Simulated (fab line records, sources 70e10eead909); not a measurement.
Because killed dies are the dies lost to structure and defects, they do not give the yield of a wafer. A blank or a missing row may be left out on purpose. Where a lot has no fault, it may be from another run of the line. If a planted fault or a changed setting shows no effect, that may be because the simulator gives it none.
Matching of chambers || flow nand-harc || NHARC_P_M0_DEP_32 on pecvd-04 has 3 sister chambers
The step deposits SiCN, target thk 30 nm. 3 wafers are shown with their chamber, then 7 later ones without.

== WAFERS, EACH WITH ITS CHAMBER ==
{"wafer": "L915.2", "chamber": 2, "heater-power-w (W)": 641}
{"wafer": "L925.1", "chamber": 0, "heater-power-w (W)": 664}
{"wafer": "L925.2", "chamber": 1, "heater-power-w (W)": 520}

== WAFERS WHOSE CHAMBER IS MISSING ==
{"wafer": "L925.3", "heater-power-w (W)": 596}
{"wafer": "L927.3", "heater-power-w (W)": 691}
{"wafer": "L927.4", "heater-power-w (W)": 683}
{"wafer": "L927.6", "heater-power-w (W)": 649}
{"wafer": "L929.1", "heater-power-w (W)": 688}
{"wafer": "L929.2", "heater-power-w (W)": 562}
{"wafer": "L929.6", "heater-power-w (W)": 647}

== WHICH CHAMBER EACH ONE RAN IN ==
{"wafer": "L925.3", "from the rows above": "can't be placed: 2 or 0 or 1", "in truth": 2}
{"wafer": "L927.3", "from the rows above": "can't be placed: 0 or 2", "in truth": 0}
{"wafer": "L927.4", "from the rows above": "can't be placed: 0 or 2", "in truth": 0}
{"wafer": "L927.6", "from the rows above": "can't be placed: 2 or 0", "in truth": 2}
{"wafer": "L929.1", "from the rows above": "can't be placed: 0 or 2", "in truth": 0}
{"wafer": "L929.2", "from the rows above": "can't be placed: 1 or 2", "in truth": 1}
{"wafer": "L929.6", "from the rows above": "can't be placed: 2 or 0", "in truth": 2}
Correctly placed: 0 of 7. Cannot be placed on the basis of these rows: 7; the candidates contain the true chamber in 7. Placed wrongly: 0.
How it was worked out, from the rows above alone: a wafer's distance from a chamber is the root of the sum, over the readings, of the square of ((its reading less the chamber's mean) divided by the reading's scatter). If the next closest chamber is less than 2 further off than the closest, the wafer can't be placed; otherwise it belongs to the closest. A chamber's mean is the mean of its shown wafers. The scatter: with one shown wafer a chamber, the root of the mean of the squares of how far each hidden wafer lies from its nearest shown one.
